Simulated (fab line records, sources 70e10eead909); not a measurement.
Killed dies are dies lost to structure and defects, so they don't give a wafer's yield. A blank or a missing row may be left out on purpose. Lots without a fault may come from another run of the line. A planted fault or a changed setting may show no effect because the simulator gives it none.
A struck lot beside a sound one | flow nand_harc | 42 steps out of a route of 1159
Sound: wafers L772.1, L772.3, L772.4. Struck: wafers L781.2, L781.3, L781.5. The cause comes at the end.
At each step with rows: each side's tool, then ch and its chambers, then its first start. Under that, the readings that differ: sound wafers | struck wafers | difference of the means | sigmas: that difference in standard deviations of wafers without a fault.
alike: readings whose means differ by less than 2 such deviations, and words and numbers that are the same on both sides. not compared: withheld readings, readings that some wafer has no value for, bounds like >300 that may hide the same value, and numbers for which the record gives no deviation and whose values overlap.
The two part at a step that has a row with sigmas, a row that says differs or no value, or rows on one side only. Numbers that don't overlap but have no deviation are shown without sigmas and don't part them. A reading that every wafer of one side lacks parts them only if that side has two wafers or more.

first, 2 steps without rows for these wafers: NHARC_A_M1_ETCH_35 (etches the open film in N2/H2, target depth 40 nm, overetch 12 nm, time 43.94 s); NHARC_A_M1_ETCH_15 (etches the open film in C4F8/Ar, target depth 182.5 nm, time 91.2 s).
NHARC_A_M1_CD_MEAS_16:
  sound on cd_sem-03, day 18 23:04; struck on cd_sem-01, day 21 21:23
  alike: cd_nm
then, 3 steps without rows for these wafers: NHARC_A_M1_STRIP_18 (strips in N2/H2); NHARC_A_M1_ETCH_28 (etches the open film in CF4/N2, target depth 30 nm, time 72.99 s); NHARC_A_M1_STRIP_19 (strips in post etch residue remover, time 600 s).
NHARC_A_M1_DEGAS_29: time 60 s.
  sound on pvd_sputter-02, day 18 23:47; struck on pvd_sputter-03, day 21 22:08
  alike: heater_power_w
then, 5 steps without rows for these wafers: NHARC_A_M1_PRE_CLEAN_30 (time 30 s); NHARC_A_M1_PVD_20 (deposits TaN, target thk 5 nm, time 8.06 s); NHARC_A_M1_PVD_21 (deposits Cu, target thk 30 nm, time 20.49 s); NHARC_A_M1_ECD_22 (material Cu, target thk 400 nm); NHARC_A_M1_ANNEAL_31 (time 90 s).
NHARC_A_M1_CMP_23: polishes, t overpolish 20 s, target thk 154.34 nm.
  sound on cmp-04 ch 0,2,3, day 19 00:56; struck on cmp-04 ch 0,1,3, day 21 23:18
  alike: motor_current_A, time_to_endpoint_s
  not compared: pad_life_wafers
NHARC_A_M1_THK_MEAS_24: measures by xrf.
  sound on film_metro-02, day 19 01:15; struck on film_metro-02, day 21 23:37
  alike: thk_nm
then, 1 step without rows for these wafers: NHARC_A_M1_SRD_25.
NHARC_A_M1_INSPECT_27:
  sound on defect_inspect-02, day 19 01:25; struck on defect_inspect-01, day 21 23:47
  reading          | sound       | struck      | difference | sigmas
  raw_defect_count | 571 337 549 | 825 826 817 | +337       | +2
NHARC_A_M1_PRE_CLEAN_32: time 12 s.
  sound on pecvd-04 ch 0,1, day 19 01:34; struck on pecvd-03 ch 0,1,2, day 21 23:50
  alike: heater_power_w, rf_fwd_power_W
then, 3 steps without rows for these wafers: NHARC_A_M1_DEP_33 (deposits SiCN, target thk 30 nm); NHARC_A_BONDPAD_DEP_00 (deposits SiCN, target thk 250 nm); NHARC_A_BONDPAD_CMP_29 (polishes SiCN, target thk 200 nm).
NHARC_A_BONDPAD_THK_MEAS_30: measures by ellipsometry.
  sound on film_metro-01, day 19 02:53; struck on film_metro-02, day 22 01:08
  alike: thk_nm
then, 10 steps without rows for these wafers: NHARC_A_BONDPAD_SRD_31; NHARC_A_BONDPAD_DEHYDRATE_01 (time 120 s); NHARC_A_BONDPAD_HMDS_02 (time 30 s); NHARC_A_BONDPAD_COAT_33 (time 65 s); NHARC_A_BONDPAD_COAT_03 (resist thk 600 nm); NHARC_A_BONDPAD_SOFTBAKE_04 (time 70 s); NHARC_A_BONDPAD_EBR_05; NHARC_A_BONDPAD_EXPOSE_06 (exposes mask A BPAD); NHARC_A_BONDPAD_PEB_07 (peb time 80 s); NHARC_A_BONDPAD_DEVELOP_08 (time 50 s).
NHARC_A_BONDPAD_CD_MEAS_09: target cd 500 nm.
  sound on cd_sem-03 ch 0, day 19 03:27; struck on cd_sem-03 ch 0, day 22 01:43
  alike: cd_nm
NHARC_A_BONDPAD_OVL_MEAS_35:
  sound on overlay-01, day 19 03:32; struck on overlay-02, day 22 01:47
  alike: overlay_x_nm, overlay_y_nm
then, 1 step without rows for these wafers: NHARC_A_BONDPAD_HARDBAKE_10 (time 65 s).
NHARC_A_BONDPAD_DESCUM_11: chemistry O2, time 3 s.
  sound on rie_diel-06 ch 0,2,3, day 19 03:40; struck on rie_diel-05 ch 0,1,2, day 22 01:56
  alike: drypump_motor_current_A, oes_product_au, rf_vpp_V, showerhead_plenum_p_Torr, throttle_valve_pct
  not compared: rf_hours_counter_h
NHARC_A_BONDPAD_ETCH_34: etches the open film in N2/H2, target depth 60 nm, overetch 18 nm, time 65.91 s.
  sound on rie_diel-06 ch 0,2,3, day 19 03:45; struck on rie_diel-05 ch 0,1,3, day 22 02:01
  alike: drypump_motor_current_A, oes_product_au, rf_fwd_power_W, rf_vpp_V, showerhead_plenum_p_Torr, throttle_valve_pct
  not compared: rf_hours_counter_h
NHARC_A_BONDPAD_ETCH_12: etches the open film in CHF3/O2, target depth 220 nm, time 110 s.
  sound on rie_diel-06 ch 0,1,2; struck on rie_diel-05 ch 2,3
  alike: drypump_motor_current_A, oes_product_au, rf_fwd_power_W, rf_vpp_V, showerhead_plenum_p_Torr, throttle_valve_pct
  not compared: rf_hours_counter_h
NHARC_A_BONDPAD_CD_MEAS_13:
  sound on cd_sem-01, day 19 03:59; struck on cd_sem-03, day 22 02:14
  alike: cd_nm
then, 3 steps without rows for these wafers: NHARC_A_BONDPAD_STRIP_15 (strips in O2); NHARC_A_BONDPAD_ETCH_24 (etches the open film in CF4/N2, target depth 30 nm, time 72.99 s); NHARC_A_BONDPAD_STRIP_16 (strips in post etch residue remover, time 600 s).
NHARC_END_SORT_01:
  sound on prober-01 ch 0, day 20 11:59; struck on prober-02 ch 0, day 23 10:10
  reading                  | sound          | struck         | difference | sigmas
  defect_limited_yield (%) | 96.2 95.1 96.0 | 62.3 65.0 66.0 | -31.3      | -22
  killed_at_array          | 24 27 22       | 253 235 228    | +214       | +24
  killed_dies              | 26 33 27       | 255 237 230    | +212       | +23
  sort_bin_2_pct (%)       | 0.9 1.9 1.2    | 13.6 12.4 11.7 | +11.2      | +19
  sort_bin_3_pct (%)       | 0 0.15 0.44    | 2.22 1.48 2.36 | +1.82      | +11
  sort_bin_4_pct (%)       | 3.0 2.8 2.4    | 21.9 21.1 19.9 | +18.2      | +20
  sort_n_pass              | 651 644 650    | 422 440 447    | -212       | -23
  sort_rim_yield_pct (%)   | 98.1 94.3 98.1 | 65.1 62.3 66.0 | -32.4      | -15
  sort_yield_pct (%)       | 96.2 95.1 96.0 | 62.3 65.0 66.0 | -31.3      | -22
  alike: killed_at_other, killed_at_periphery, killed_open, killed_short

WHERE THEY PART
First at NHARC_A_M1_INSPECT_27; last, within this record, at NHARC_END_SORT_01.

WHY: what the simulator had put in
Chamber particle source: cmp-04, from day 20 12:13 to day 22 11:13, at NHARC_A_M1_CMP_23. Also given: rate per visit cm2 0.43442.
